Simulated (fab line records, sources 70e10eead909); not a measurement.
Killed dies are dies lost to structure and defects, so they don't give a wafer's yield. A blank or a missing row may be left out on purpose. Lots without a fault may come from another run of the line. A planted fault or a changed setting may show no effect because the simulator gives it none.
A struck lot beside a sound one | flow nand_harc | 15 steps out of a route of 1302
Sound: wafers L909.4, L909.5, L909.6. Struck: wafer L915.6. (L915.1, L915.2 of the same lot were not struck and are left out.) The cause comes at the end.
At each step with rows: each side's tool, then ch and its chambers, then its first start. Under that, the readings that differ: sound wafers | struck wafers | difference of the means | sigmas: that difference in standard deviations of wafers without a fault.
alike: readings whose means differ by less than 2 such deviations, and words and numbers that are the same on both sides. not compared: withheld readings, readings that some wafer has no value for, bounds like >300 that may hide the same value, and numbers for which the record gives no deviation and whose values overlap.
The two part at a step that has a row with sigmas, a row that says differs or no value, or rows on one side only. Numbers that don't overlap but have no deviation are shown without sigmas and don't part them. A reading that every wafer of one side lacks parts them only if that side has two wafers or more.

first, 1 step without rows for these wafers: NHARC_A_CONTACT_ETCH_78 (etches the open film in O2/COS, target depth 5300 nm, time 1378 s).
NHARC_A_CONTACT_ETCH_124: etches the open film in C4F8/O2/Ar, time 140 s, target depth 700 nm.
  sound on har_cap_etch-03 ch 0,1, day 22 13:25; struck on har_cap_etch-01 ch 1, day 23 19:25
  alike: chamber_pressure_mTorr, oes_air_line_au
  not compared: rf_hours_counter_h
then, 3 steps without rows for these wafers: NHARC_A_CONTACT_ETCH_125 (etches the open film in C4F8/O2/Ar, time 197 s, target depth 1918 nm); NHARC_A_CONTACT_ETCH_126 (etches the open film in C4F8/O2/Ar, time 197 s, target depth 1918 nm); NHARC_A_CONTACT_ETCH_127 (etches the open film in C4F8/O2/Ar, time 197 s, target depth 1918 nm).
NHARC_A_CONTACT_ETCH_128: etches the open film in C4F8/O2/Ar, time 197 s, target depth 1918 nm.
  sound on har_cap_etch-03 ch 0,1, day 22 14:08; struck on har_cap_etch-01 ch 1, day 23 20:09
  alike: chamber_pressure_mTorr, oes_air_line_au
  not compared: rf_hours_counter_h
then, 2 steps without rows for these wafers: NHARC_A_CONTACT_ETCH_129 (etches the open film in C4F8/O2/Ar, time 197 s, target depth 1918 nm); NHARC_A_CONTACT_ETCH_130 (etches the open film in C4F8/O2/Ar, time 197 s, target depth 1918 nm).
NHARC_A_CONTACT_ETCH_131: etches the open film in C4F8/O2/Ar, time 197 s, target depth 1918 nm.
  sound on har_cap_etch-03 ch 0,1, day 22 14:40; struck on har_cap_etch-01 ch 1, day 23 20:40
  alike: chamber_pressure_mTorr, oes_air_line_au
  not compared: rf_hours_counter_h
then, 1 step without rows for these wafers: NHARC_A_CONTACT_ETCH_132 (etches the open film in C4F8/O2/Ar, time 197 s, target depth 1924 nm).
NHARC_A_CONTACT_ETCH_133: etches the open film in C4F8/O2/Ar, time 374 s, target depth 1610 nm.
  sound on har_cap_etch-03 ch 0,1, day 22 15:06; struck on har_cap_etch-01 ch 1, day 23 21:02
  reading                        | sound                | struck | difference | sigmas
  chamber_pressure_mTorr (mTorr) | 19.974 19.985 19.994 | 20.036 | +0.052     | +3
  alike: oes_air_line_au
  not compared: rf_hours_counter_h
NHARC_A_CONTACT_ETCH_91: etches the open film in CH3F/O2, target depth 40 nm, time 85.7 s.
  sound on rie_diel-11 ch 1,2, day 22 15:55; struck on rie_diel-11 ch 3, day 23 21:50
  alike: chamber_pressure_mTorr, drypump_motor_current_A, oes_product_au, rf_vpp_V, showerhead_plenum_p_Torr, throttle_valve_pct
  not compared: rf_hours_counter_h
NHARC_A_CONTACT_ETCH_97: etches the open film in C4F6/O2, target depth 20 nm, time 10 s.
  sound on rie_diel-11 ch 1,2,3, day 22 16:05; struck on rie_diel-11 ch 1, day 23 21:57
  reading               | sound             | struck | difference | sigmas
  oes_product_au (a.u.) | 0.966 0.961 0.967 | 0.759  | -0.206     | -9
  alike: chamber_pressure_mTorr, drypump_motor_current_A, rf_vpp_V, showerhead_plenum_p_Torr, throttle_valve_pct
  not compared: rf_hours_counter_h
NHARC_A_CONTACT_CD_MEAS_80:
  sound on cd_sem-02, day 22 16:11; struck on cd_sem-03, day 23 22:02
  alike: cd_nm
-- the record jumps here: 2 days lie between the struck wafers' starts before and after (it left off in module A_CONTACT and takes up again in module END, whose first step shown is number 1302 of the route) --
NHARC_END_SORT_01:
  the record has rows for the struck wafers here (prober-01 ch 0, day 26 08:28) and none for the sound ones

WHERE THEY PART
First at NHARC_A_CONTACT_ETCH_133; last, within this record, at NHARC_END_SORT_01.

WHY: what the simulator had put in
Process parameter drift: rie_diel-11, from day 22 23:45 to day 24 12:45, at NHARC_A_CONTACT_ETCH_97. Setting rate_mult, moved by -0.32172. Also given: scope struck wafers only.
